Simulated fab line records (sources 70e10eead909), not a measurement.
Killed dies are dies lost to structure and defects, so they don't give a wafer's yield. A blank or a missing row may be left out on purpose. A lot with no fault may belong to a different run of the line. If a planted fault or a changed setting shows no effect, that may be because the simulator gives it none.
fab line records ; flow nandHarc
record: lots: 6; wafers: 18; lastDay: 32
route steps=1302 shown A_STAIRCASE@639 END@1302
lots that met no fault: taken from a fault-free run of the same line
startH: the number of hours between the record's first day and the start of the first shown wafer of the lot ; waitH: how many hours have passed since the lot's step before this one ; " unchanged from the row above ; L1.1+2: a single row standing in for several wafers ; - no value, or no start was given ; * or withheld: withheld ; < > ~ a bound
route shown NAME@n: NAME is a module with steps in the file, n the number in the route of the first one ; usual: the fault-free wafers' mean and standard deviation ; same: alike in all rows ; chamber/n: place in a boat ; sites: readings site by site ; _std_site: how widely they spread, as a standard deviation ; _edge_site: mean of outer sites minus mean of inner sites ; radiusMm: for every site, how far away it sits from the centre of the wafer ; mask NAME#n: copy n ; behind: the last tool/chamber to shape the wafer ; hold: the reason the lot was held/the length of the hold in hours/how it ended ; device: the transistor (n, p or np) that didn't switch ; end of line: tests run on the same wafers once the route is complete ; a step without rows: its recipe alone ; killed: dies lost to structure and defects at the first sort, not the wafer's yield ; map: a wafer's dies, x killed, . not, _ none there
set.NAME: the setting as run; set.NAME@STEP: as run at that earlier step ; model.NAME: the simulator's own value behind a step, which no gauge read
lots seen at some steps along the route; tables by step, rows by wafer
services: a tool's chamber out of use, with start hour (startH, from the record's first day; less than 0 if before it), hours out, and reason
== steps ==
step: NHARC_A_STAIRCASE_DEP_156
recipe: targetThkA: 500; tempC: 400; targetThkNm: 50; flowSccm: 200; rfW: 450; material: SiNx
usual: heaterPowerW: 776/110
lot.wafer;tool;chamber;startH;waitH;heaterPowerW
L823.2;pecvd-02;2;382.42;0.1;989
L823.3;pecvd-02;1;382.42;0.1;800
L823.4;pecvd-02;0;382.42;0.1;874
L826.1;pecvd-03;2;417.23;0.1;652
L826.6;pecvd-03;0;417.23;0.1;557
L826.5;pecvd-03;1;417.23;0.1;804
L836.3;pecvd-02;2;526.23;0.1;876
L836.1;pecvd-02;0;526.23;0.1;878
L836.5;pecvd-02;1;526.23;0.1;779
L837.3;pecvd-02;2;539.37;0.1;839
L837.5;pecvd-02;1;539.37;0.1;706
L837.6;pecvd-02;0;539.37;0.1;725
L839.3;pecvd-02;0;555.30;0.2;740
L839.2;pecvd-02;1;555.30;0.2;809
L839.6;pecvd-02;0;555.30;0.2;754
L840.3;pecvd-02;0;555.51;0.4;858
L840.1;pecvd-02;1;555.51;0.4;860
L840.4;pecvd-02;0;555.51;0.4;879
step: NHARC_A_STAIRCASE_DEHYDRATE_158
recipe: tempC: 150; timeS: 120
step: NHARC_A_STAIRCASE_HMDS_159
recipe: timeS: 30
step: NHARC_A_STAIRCASE_COAT_160
recipe: spinRpm: 1200
step: NHARC_A_STAIRCASE_SOFTBAKE_161
recipe: tempC: 135; timeS: 170
step: NHARC_A_STAIRCASE_EBR_162
step: NHARC_A_STAIRCASE_EXPOSE_163
recipe: na: 0.5; doseMj: 20.01; maskId: STAIR_OPEN
step: NHARC_A_STAIRCASE_PEB_164
recipe: pebTempC: 115; pebTimeS: 130
step: NHARC_A_STAIRCASE_DEVELOP_165
recipe: timeS: 140
step: NHARC_A_STAIRCASE_HARDBAKE_167
recipe: tempC: 120; timeS: 140
step: NHARC_A_STAIRCASE_DESCUM_168
recipe: timeS: 3; o2FlowSccm: 200; arFlowSccm: 0; biasPowerW: 0; chemistry: O2
usual: drypumpMotorCurrentA: 5.6/0.42; oesProductAu: 1.001/0.0091; rfVppV: 57.8/0.92; showerheadPlenumPTorr: 1.91/0.094; throttleValvePct: 11.310/0.0091
lot.wafer;tool;chamber;startH;waitH;drypumpMotorCurrentA;oesProductAu;rfHoursCounterH;rfVppV;showerheadPlenumPTorr;throttleValvePct
L823.2;rieDiel-13;3;383.27;-;5.7;0.985;6;56.8;1.88;11.323
L823.3;rieDiel-13;1;383.27;-;5.5;0.986;12;57.4;1.85;11.299
L823.4;rieDiel-13;2;383.27;-;5.6;1.002;5;57.5;1.89;11.302
L826.1;rieDiel-01;2;418.05;-;5.9;1.012;12;57.5;2.04;11.311
L826.5;rieDiel-01;3;418.05;-;5.0;1.013;-;58.2;1.89;11.306
L826.6;rieDiel-01;0;418.05;-;5.4;1.003;-;58.9;1.92;11.307
L836.1;rieDiel-01;3;527.31;-;5.1;1.015;40;57.5;1.88;11.295
L836.3;rieDiel-01;2;527.31;-;6.0;1.006;42;58.7;2.03;11.288
L836.5;rieDiel-01;0;527.31;-;5.4;1.014;-;57.5;1.91;11.318
L837.3;rieDiel-13;2;540.34;-;5.6;1.015;4;58.5;1.87;11.313
L837.6;rieDiel-13;0;540.34;-;5.3;1.015;-;58.2;1.78;11.311
L837.5;rieDiel-13;1;540.34;-;5.5;1.010;-;57.4;1.84;11.318
L839.2;rieDiel-01;1;556.18;-;6.2;0.986;46;58.0;2.03;11.313
L839.3;rieDiel-01;2;556.18;-;6.0;1.012;52;57.1;2.03;11.317
L839.6;rieDiel-01;0;556.18;-;5.4;1.004;-;57.1;1.91;11.311
L840.4;rieDiel-01;1;556.46;-;6.2;0.982;46;57.4;2.03;11.308
L840.1;rieDiel-01;2;556.46;-;5.9;1.015;52;58.9;2.03;11.304
L840.3;rieDiel-01;3;556.46;-;5.1;1.000;51;59.4;1.88;11.308
step: NHARC_A_STAIRCASE_ETCH_169
recipe: targetDepthA: 500; timeS: 107.1; ionEnergyEv: 120; ch3fFlowSccm: 50; o2FlowSccm: 30; arFlowSccm: 200; rfW: 500; biasW: 100; chemistry: CH3F/O2
usual: biasW: 100.0/0.3; ch3fFlowSccm: 50.00/0.14; drypumpMotorCurrentA: 5.6/0.43; oesProductAu: 0.962/0.015; rfVppV: 244.4/1.9; showerheadPlenumPTorr: 2.46/0.11; throttleValvePct: 20.663/0.009
lot.wafer;tool;chamber;startH;waitH;biasW;ch3fFlowSccm;drypumpMotorCurrentA;oesProductAu;rfHoursCounterH;rfVppV;showerheadPlenumPTorr;throttleValvePct
L823.2;rieDiel-13;3;383.36;0.1;99.3;49.85;5.7;0.953;6;242.8;2.42;20.667
L823.3;rieDiel-13;0;383.36;0.1;99.8;49.96;5.3;0.960;13;241.4;2.31;20.666
L823.4;rieDiel-13;2;383.36;0.1;100.4;50.16;5.6;0.978;5;245.3;2.43;20.673
L826.1;rieDiel-01;2;418.13;0.1;100.4;50.05;5.9;0.986;12;246.5;2.61;20.663
L826.6;rieDiel-01;0;418.13;0.1;100.0;50.17;5.4;0.971;-;245.2;2.47;20.653
L826.5;rieDiel-01;1;418.13;0.1;100.2;49.83;6.2;0.977;-;245.2;2.61;20.662
L836.3;rieDiel-01;1;527.41;0.1;-;-;-;-;-;-;-;-
L836.1;rieDiel-01;2;527.41;0.1;-;-;-;-;-;-;-;-
L836.5;rieDiel-01;1;527.41;0.1;-;-;-;-;-;-;-;-
L837.3;rieDiel-13;2;540.41;0.1;-;-;-;-;-;-;-;-
L837.6;rieDiel-13;2;540.41;0.1;-;-;-;-;-;-;-;-
L837.5;rieDiel-13;3;540.41;0.1;-;-;-;-;-;-;-;-
L839.3;rieDiel-01;1;556.26;0.1;99.9;50.07;6.2;0.971;46;247.4;2.60;20.680
L839.2;rieDiel-01;2;556.26;0.1;99.8;50.26;6.0;0.992;52;246.1;2.60;20.666
L839.6;rieDiel-01;3;556.26;0.1;99.5;49.90;5.1;0.970;-;242.1;2.41;20.666
L840.3;rieDiel-01;2;556.55;0.1;99.8;49.87;6.0;0.984;52;246.4;2.60;20.652
L840.1;rieDiel-01;3;556.55;0.1;99.9;49.79;5.1;0.978;51;243.0;2.41;20.652
L840.4;rieDiel-01;0;556.55;0.1;99.9;49.94;5.4;0.962;54;245.3;2.45;20.664
step: NHARC_A_STAIRCASE_ETCH_170
recipe: targetDepthA: 2000; timeS: 66.667; ionEnergyEv: 250; c4f6FlowSccm: 25; o2FlowSccm: 20; arFlowSccm: 500; rfW: 600; biasW: 500; chemistry: C4F6/O2
usual: biasW: 500.1/1.3; c4f6FlowSccm: 25.00/0.07; drypumpMotorCurrentA: 5.6/0.42; oesProductAu: 0.973/0.017; rfVppV: 547/3.7; showerheadPlenumPTorr: 3.93/0.18; throttleValvePct: 26.904/0.0092
lot.wafer;tool;chamber;startH;waitH;biasW;c4f6FlowSccm;drypumpMotorCurrentA;oesProductAu;rfHoursCounterH;rfVppV;showerheadPlenumPTorr;throttleValvePct
L823.3;rieDiel-13;3;-;-;499.5;24.98;5.7;0.959;6;545;3.86;26.907
L823.4;rieDiel-13;0;-;-;500.5;25.01;5.4;0.964;13;542;3.71;26.921
L823.2;rieDiel-13;2;-;-;501.6;25.00;5.6;0.991;5;547;3.87;26.917
L826.1;rieDiel-01;3;-;-;500.1;25.09;5.1;0.982;14;547;3.88;26.888
L826.5;rieDiel-01;2;-;-;498.4;24.98;6.0;1.005;-;550;4.16;26.906
L826.6;rieDiel-01;3;-;-;499.2;24.96;5.1;0.981;-;546;3.88;26.902
L836.3;rieDiel-01;3;527.54;0.1;499.1;24.93;5.1;0.992;40;545;3.86;26.901
L836.1;rieDiel-01;0;527.54;0.1;498.9;24.99;5.4;0.991;42;547;3.92;26.902
L836.5;rieDiel-01;0;527.54;0.1;501.9;24.98;5.4;1.000;-;547;3.92;26.897
L837.3;rieDiel-13;0;540.52;0.1;499.2;24.98;5.3;0.969;7;543;3.68;26.907
L837.6;rieDiel-13;0;540.52;0.1;499.7;25.00;5.3;0.977;-;542;3.68;26.904
L837.5;rieDiel-13;1;540.52;0.1;501.3;25.04;5.6;0.974;-;544;3.78;26.901
L839.3;rieDiel-01;0;-;-;500.7;25.14;5.4;0.989;54;546;3.92;26.904
L839.2;rieDiel-01;1;-;-;499.0;25.03;6.2;0.962;46;551;4.13;26.891
L839.6;rieDiel-01;3;-;-;503.1;25.05;5.1;0.984;-;545;3.86;26.909
L840.4;rieDiel-01;3;-;-;500.1;24.99;5.1;0.993;51;546;3.86;26.906
L840.3;rieDiel-01;0;-;-;498.7;25.10;5.4;0.972;54;548;3.91;26.903
L840.1;rieDiel-01;1;-;-;500.1;25.03;6.3;0.975;46;551;4.13;26.903
step: NHARC_END_SORT_01
recipe: tempC: 25
usual: killedAtArray: 59/24; killedAtOther: 0.7/1.2; killedAtPeriphery: 3.5/2.6; killedDies: 63/24; killedOpen: 3.2/2.1; killedShort: 2.4/1.5
same: grossDies: 677
lot.wafer;tool;chamber;startH;waitH;killedAtArray;killedAtOther;killedAtPeriphery;killedDies;killedOpen;killedShort
L823.2;prober-02;0;582.32;2.8;32;0;1;33;1;1
L823.3;prober-02;0;583.11;3.1;24;0;4;28;3;3
L823.4;prober-02;0;583.90;3.4;35;0;3;38;5;2
L837.3;prober-01;0;746.83;3.1;675;0;2;677;1;1
L837.5;prober-01;0;748.44;3.7;675;0;2;677;4;3
L837.6;prober-01;0;749.24;4.0;674;0;3;677;2;6
L836.1;prober-01;0;766.59;2.5;672;2;3;677;2;2
L836.3;prober-01;0;768.18;3.1;674;0;3;677;2;3
L836.5;prober-01;0;769.77;3.7;672;0;5;677;3;4
killed by level:class
L823.2 A_CHANNEL_HOLE_D2:chamberFilmFlake=15 A_CONTACT:chamberFilmFlake=5 A_CHANNEL_FILL_D1:chamberFilmFlake=4 A_CHANNEL_HOLE_D1:chamberFilmFlake=3 A_STAIRCASE:chamberFilmFlake=2 A_CHANNEL_HOLE_D1:geometricParticle:open=1 A_CHANNEL_FILL_D2:geometricParticle:short=1 P_STI:chamberFilmFlake=1
L823.3 A_CHANNEL_HOLE_D2:chamberFilmFlake=6 A_STAIRCASE:chamberFilmFlake=5 P_STI:chamberFilmFlake=3 A_CONTACT:chamberFilmFlake=3 A_ONON_D1:geometricParticle:open=2 A_CHANNEL_HOLE_D1:chamberFilmFlake=2 A_ONON_D1:geometricParticle:short=1 A_DECK1_JOINT:geometricParticle:short=1
L823.4 A_CHANNEL_HOLE_D2:chamberFilmFlake=12 A_STAIRCASE:chamberFilmFlake=5 A_CHANNEL_FILL_D1:chamberFilmFlake=4 A_CONTACT:chamberFilmFlake=4 A_WL_FILL:chamberFilmFlake=3 P_GATE:geometricParticle:open=1 A_ONON_D1:geometricParticle:open=1 A_ONON_D2:geometricParticle:open=1
L837.3 A_STAIRCASE:areaEtch=590 A_CHANNEL_HOLE_D1:chamberFilmFlake=36 A_SLIT:chamberFilmFlake=25 A_CHANNEL_HOLE_D2:chamberFilmFlake=15 A_ZERO_WELL:chamberFilmFlake=2 A_DECK1_JOINT:chamberFilmFlake=2 A_STAIRCASE:chamberFilmFlake=2 P_M0:geometricParticle:open=1
L837.5 A_STAIRCASE:areaEtch=583 A_SLIT:chamberFilmFlake=32 A_CHANNEL_HOLE_D1:chamberFilmFlake=29 A_CHANNEL_HOLE_D2:chamberFilmFlake=18 A_STAIRCASE:chamberFilmFlake=3 A_CHANNEL_FILL_D2:geometricParticle:open=2 A_CHANNEL_FILL_D1:chamberFilmFlake=2 A_CONTACT:chamberFilmFlake=2
L837.6 A_STAIRCASE:areaEtch=571 A_SLIT:chamberFilmFlake=35 A_CHANNEL_HOLE_D2:chamberFilmFlake=28 A_CHANNEL_HOLE_D1:chamberFilmFlake=27 A_CONTACT:chamberFilmFlake=3 A_WL_FILL:geometricParticle:short=2 P_GATE:chamberFilmFlake=2 P_M0:geometricParticle:short=1
L836.1 A_STAIRCASE:areaEtch=618 A_CHANNEL_HOLE_D1:chamberFilmFlake=16 A_STAIRCASE:chamberFilmFlake=13 A_SLIT:chamberFilmFlake=9 A_SGD_CUT:chamberFilmFlake=5 A_WL_FILL:chamberFilmFlake=3 A_CHANNEL_FILL_D1:chamberFilmFlake=2 A_CONTACT:chamberFilmFlake=2
L836.3 A_STAIRCASE:areaEtch=640 A_CHANNEL_HOLE_D1:chamberFilmFlake=9 A_STAIRCASE:chamberFilmFlake=8 A_SGD_CUT:chamberFilmFlake=4 A_SLIT:chamberFilmFlake=4 A_CHANNEL_FILL_D2:chamberFilmFlake=2 P_M1:geometricParticle:short=1 A_ONON_D1:geometricParticle:short=1
L836.5 A_STAIRCASE:areaEtch=636 A_CHANNEL_HOLE_D1:chamberFilmFlake=13 A_STAIRCASE:chamberFilmFlake=6 A_SGD_CUT:chamberFilmFlake=4 A_SLIT:chamberFilmFlake=3 P_GATE:geometricParticle:open=1 P_CONTACT:geometricParticle:open=1 A_CHANNEL_FILL_D1:geometricParticle:short=1
map L836.1 (x killed, . not)
____________x____________
_________xxxxxxx_________
_______xxxxxxxxxxx_______
______xxxxxxxxxxxxx______
_____xxxxxxxxxxxxxxx_____
____xxxxxxxxxxxxxxxxx____
____xxxxxxxxxxxxxxxxx____
___xxxxxxxxxxxxxxxxxxx___
___xxxxxxxxxxxxxxxxxxx___
__xxxxxxxxxxxxxxxxxxxxx__
__xxxxxxxxxxxxxxxxxxxxx__
_xxxxxxxxxxxxxxxxxxxxxxx_
_xxxxxxxxxxxxxxxxxxxxxxx_
_xxxxxxxxxxxxxxxxxxxxxxx_
_xxxxxxxxxxxxxxxxxxxxxxx_
_xxxxxxxxxxxxxxxxxxxxxxx_
xxxxxxxxxxxxxxxxxxxxxxxxx
xxxxxxxxxxxxxxxxxxxxxxxxx
xxxxxxxxxxxxxxxxxxxxxxxxx
xxxxxxxxxxxxxxxxxxxxxxxxx
xxxxxxxxxxxxxxxxxxxxxxxxx
_xxxxxxxxxxxxxxxxxxxxxxx_
_xxxxxxxxxxxxxxxxxxxxxxx_
_xxxxxxxxxxxxxxxxxxxxxxx_
_xxxxxxxxxxxxxxxxxxxxxxx_
_xxxxxxxxxxxxxxxxxxxxxxx_
__xxxxxxxxxxxxxxxxxxxxx__
__xxxxxxxxxxxxxxxxxxxxx__
___xxxxxxxxxxxxxxxxxxx___
___xxxxxxxxxxxxxxxxxxx___
____xxxxxxxxxxxxxxxxx____
____xxxxxxxxxxxxxxxxx____
_____xxxxxxxxxxxxxxx_____
______xxxxxxxxxxxxx______
_______xxxxxxxxxxx_______
_________xxxxxxx_________
____________x____________
map L837.3 (x killed, . not)
____________x____________
_________xxxxxxx_________
_______xxxxxxxxxxx_______
______xxxxxxxxxxxxx______
_____xxxxxxxxxxxxxxx_____
____xxxxxxxxxxxxxxxxx____
____xxxxxxxxxxxxxxxxx____
___xxxxxxxxxxxxxxxxxxx___
___xxxxxxxxxxxxxxxxxxx___
__xxxxxxxxxxxxxxxxxxxxx__
__xxxxxxxxxxxxxxxxxxxxx__
_xxxxxxxxxxxxxxxxxxxxxxx_
_xxxxxxxxxxxxxxxxxxxxxxx_
_xxxxxxxxxxxxxxxxxxxxxxx_
_xxxxxxxxxxxxxxxxxxxxxxx_
_xxxxxxxxxxxxxxxxxxxxxxx_
xxxxxxxxxxxxxxxxxxxxxxxxx
xxxxxxxxxxxxxxxxxxxxxxxxx
xxxxxxxxxxxxxxxxxxxxxxxxx
xxxxxxxxxxxxxxxxxxxxxxxxx
xxxxxxxxxxxxxxxxxxxxxxxxx
_xxxxxxxxxxxxxxxxxxxxxxx_
_xxxxxxxxxxxxxxxxxxxxxxx_
_xxxxxxxxxxxxxxxxxxxxxxx_
_xxxxxxxxxxxxxxxxxxxxxxx_
_xxxxxxxxxxxxxxxxxxxxxxx_
__xxxxxxxxxxxxxxxxxxxxx__
__xxxxxxxxxxxxxxxxxxxxx__
___xxxxxxxxxxxxxxxxxxx___
___xxxxxxxxxxxxxxxxxxx___
____xxxxxxxxxxxxxxxxx____
____xxxxxxxxxxxxxxxxx____
_____xxxxxxxxxxxxxxx_____
______xxxxxxxxxxxxx______
_______xxxxxxxxxxx_______
_________xxxxxxx_________
____________x____________
== services ==
tool;chamber;startH;hours;kind
rieDiel-01;0;360.05;-;clean
rieDiel-01;1;360.05;-;clean
rieDiel-01;2;360.05;-;clean
rieDiel-01;3;360.05;-;clean
rieDiel-13;-;362.98;1.1;repair
pecvd-03;-;366.57;13.0;pm
rieDiel-01;1;370.55;30.6;repair
rieDiel-01;-;380.95;9.0;pm
rieDiel-01;0;380.95;9.0;ventCycle
rieDiel-01;2;380.95;9.0;ventCycle
rieDiel-01;3;380.95;9.0;ventCycle
pecvd-02;-;406.45;1.0;repair
pecvd-02;-;408.01;13.0;pm
rieDiel-01;-;431.97;0.4;repair
rieDiel-13;2;445.07;16.4;repair
pecvd-03;-;449.71;0.7;repair
rieDiel-01;3;452.02;15.6;repair
pecvd-03;2;466.45;5.7;repair
pecvd-02;-;477.80;1.5;repair
pecvd-03;-;485.79;0.9;repair
rieDiel-13;0;499.96;6.0;repair
rieDiel-13;-;520.19;9.0;pm
pecvd-03;-;545.62;1.8;repair
pecvd-03;-;547.79;13.0;pm
== key ==
firstSign: step: NHARC_A_STAIRCASE_ETCH_169; reading: toolRecord; direction: missing
effect: step: NHARC_END_SORT_01; reading: killedAtArray; direction: up; sigmas: 26; usual: 59; struck: 674
moreKillsBornAt: NHARC_A_STAIRCASE_ETCH_169@rieDiel-01: 1896; NHARC_A_STAIRCASE_ETCH_169@rieDiel-13: 1744
metAt NHARC_A_STAIRCASE_ETCH_169
struckWafers L836.1,L836.3,L836.5,L837.3,L837.5,L837.6
laterRowsLeftOut L836.1,L836.3,L836.5,L837.3,L837.5,L837.6
testerLeftOut L836,L837
onsetBetween 418.13 527.41
fault: kind: skippedStepWhole; tool: rieDiel-01,rieDiel-13; chamber: -; onsetH: 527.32; steps: NHARC_A_STAIRCASE_ETCH_169; scope: struckLotsOnly
testerLeftOut: of these lots the tester's yield and bins aren't shown, on N5 and GAA mostly nor the transistor test; their killed dies are dies lost to structure and defects alone, not to doping, threshold or leakage, so they don't give the yield
laterRowsLeftOut: the simulator's readings of these wafers behind a module that went badly wrong aren't trusted and aren't shown, but for the sort
